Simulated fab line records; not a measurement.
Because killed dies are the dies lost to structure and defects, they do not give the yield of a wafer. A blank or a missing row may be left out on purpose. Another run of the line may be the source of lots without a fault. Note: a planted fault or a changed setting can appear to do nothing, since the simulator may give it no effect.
Matching of chambers	flow n5 finfet	N5_BEOL_M0_SAQP_PECVD_96 on pecvd-04: 3 sister chambers
The step deposits a-Si from SiH4/He, target thk 45 nm, time 45.2 s. 18 wafers are shown with their chamber, then 9 later ones without.

## WAFERS WITH THEIR CHAMBER
wafer	chamber	throttle valve pct (%)	heater power w (W)	showerhead plenum p Torr (Torr)
L074.2	1	18.3	618	5.63
L074.3	2	19.1	551	5.66
L074.5	2	19.5	551	5.67
L079.1	0	18.1	577	5.65
L079.2	2	19.3	557	5.67
L079.5	2	19.5	546	5.65
L086.2	2	19.3	562	5.67
L086.4	2	19.2	576	5.68
L086.6	1	18.5	600	5.64
L088.1	2	19.2	538	5.66
L088.2	0	18.3	564	5.63
L088.4	1	18.4	637	5.64
L089.2	2	19.5	578	5.67
L089.3	0	18.3	573	5.64
L089.5	2	19.6	591	5.66
L090.2	0	18.4	573	5.65
L090.3	0	18.4	581	5.65
L090.4	1	18.8	604	5.64

SIGNATURES, as means of the wafers listed above
reading	chamber 0	chamber 1	chamber 2	scatter within a chamber
throttle valve pct	18.300	18.500	19.356	0.172
heater power w	573.60	614.75	561.11	15
showerhead plenum p Torr	5.6440	5.6375	5.6656	0.00823
Rule: a wafer's distance from a chamber is the root of the sum, over the readings, of the square of ((its reading less the chamber's mean) divided by the reading's scatter). If the next closest chamber is less than 2 further off than the closest, the wafer can't be placed; otherwise it belongs to the closest. The scatter: take each reading less its chamber's mean, square it, sum over the shown wafers, divide by the number of wafers less the number of chambers, and take the root.

## WAFERS WHOSE CHAMBER IS MISSING
wafer	throttle valve pct (%)	heater power w (W)	showerhead plenum p Torr (Torr)
L092.1	18.6	643	5.65
L092.2	18.4	571	5.64
L092.5	18.8	657	5.64
L095.1	18.4	558	5.63
L095.4	18.6	564	5.63
L095.5	16.1	502	5.66
L096.1	18.6	557	5.63
L096.2	15.9	506	5.66
L096.6	15.9	497	5.64

## CHAMBER TAKEN BY EACH
wafer	from the rows above	in truth
L092.1	1	1
L092.2	0	0
L092.5	1	1
L095.1	can't be placed: 0 or 1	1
L095.4	can't be placed: 0 or 1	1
L095.5	0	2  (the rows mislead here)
L096.1	can't be placed: 0 or 1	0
L096.2	0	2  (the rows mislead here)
L096.6	0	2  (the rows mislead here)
3 of 9 placed correctly. Can't be placed from these rows: 3 (the true chamber is among the candidates in 3). Number placed wrongly: 3.
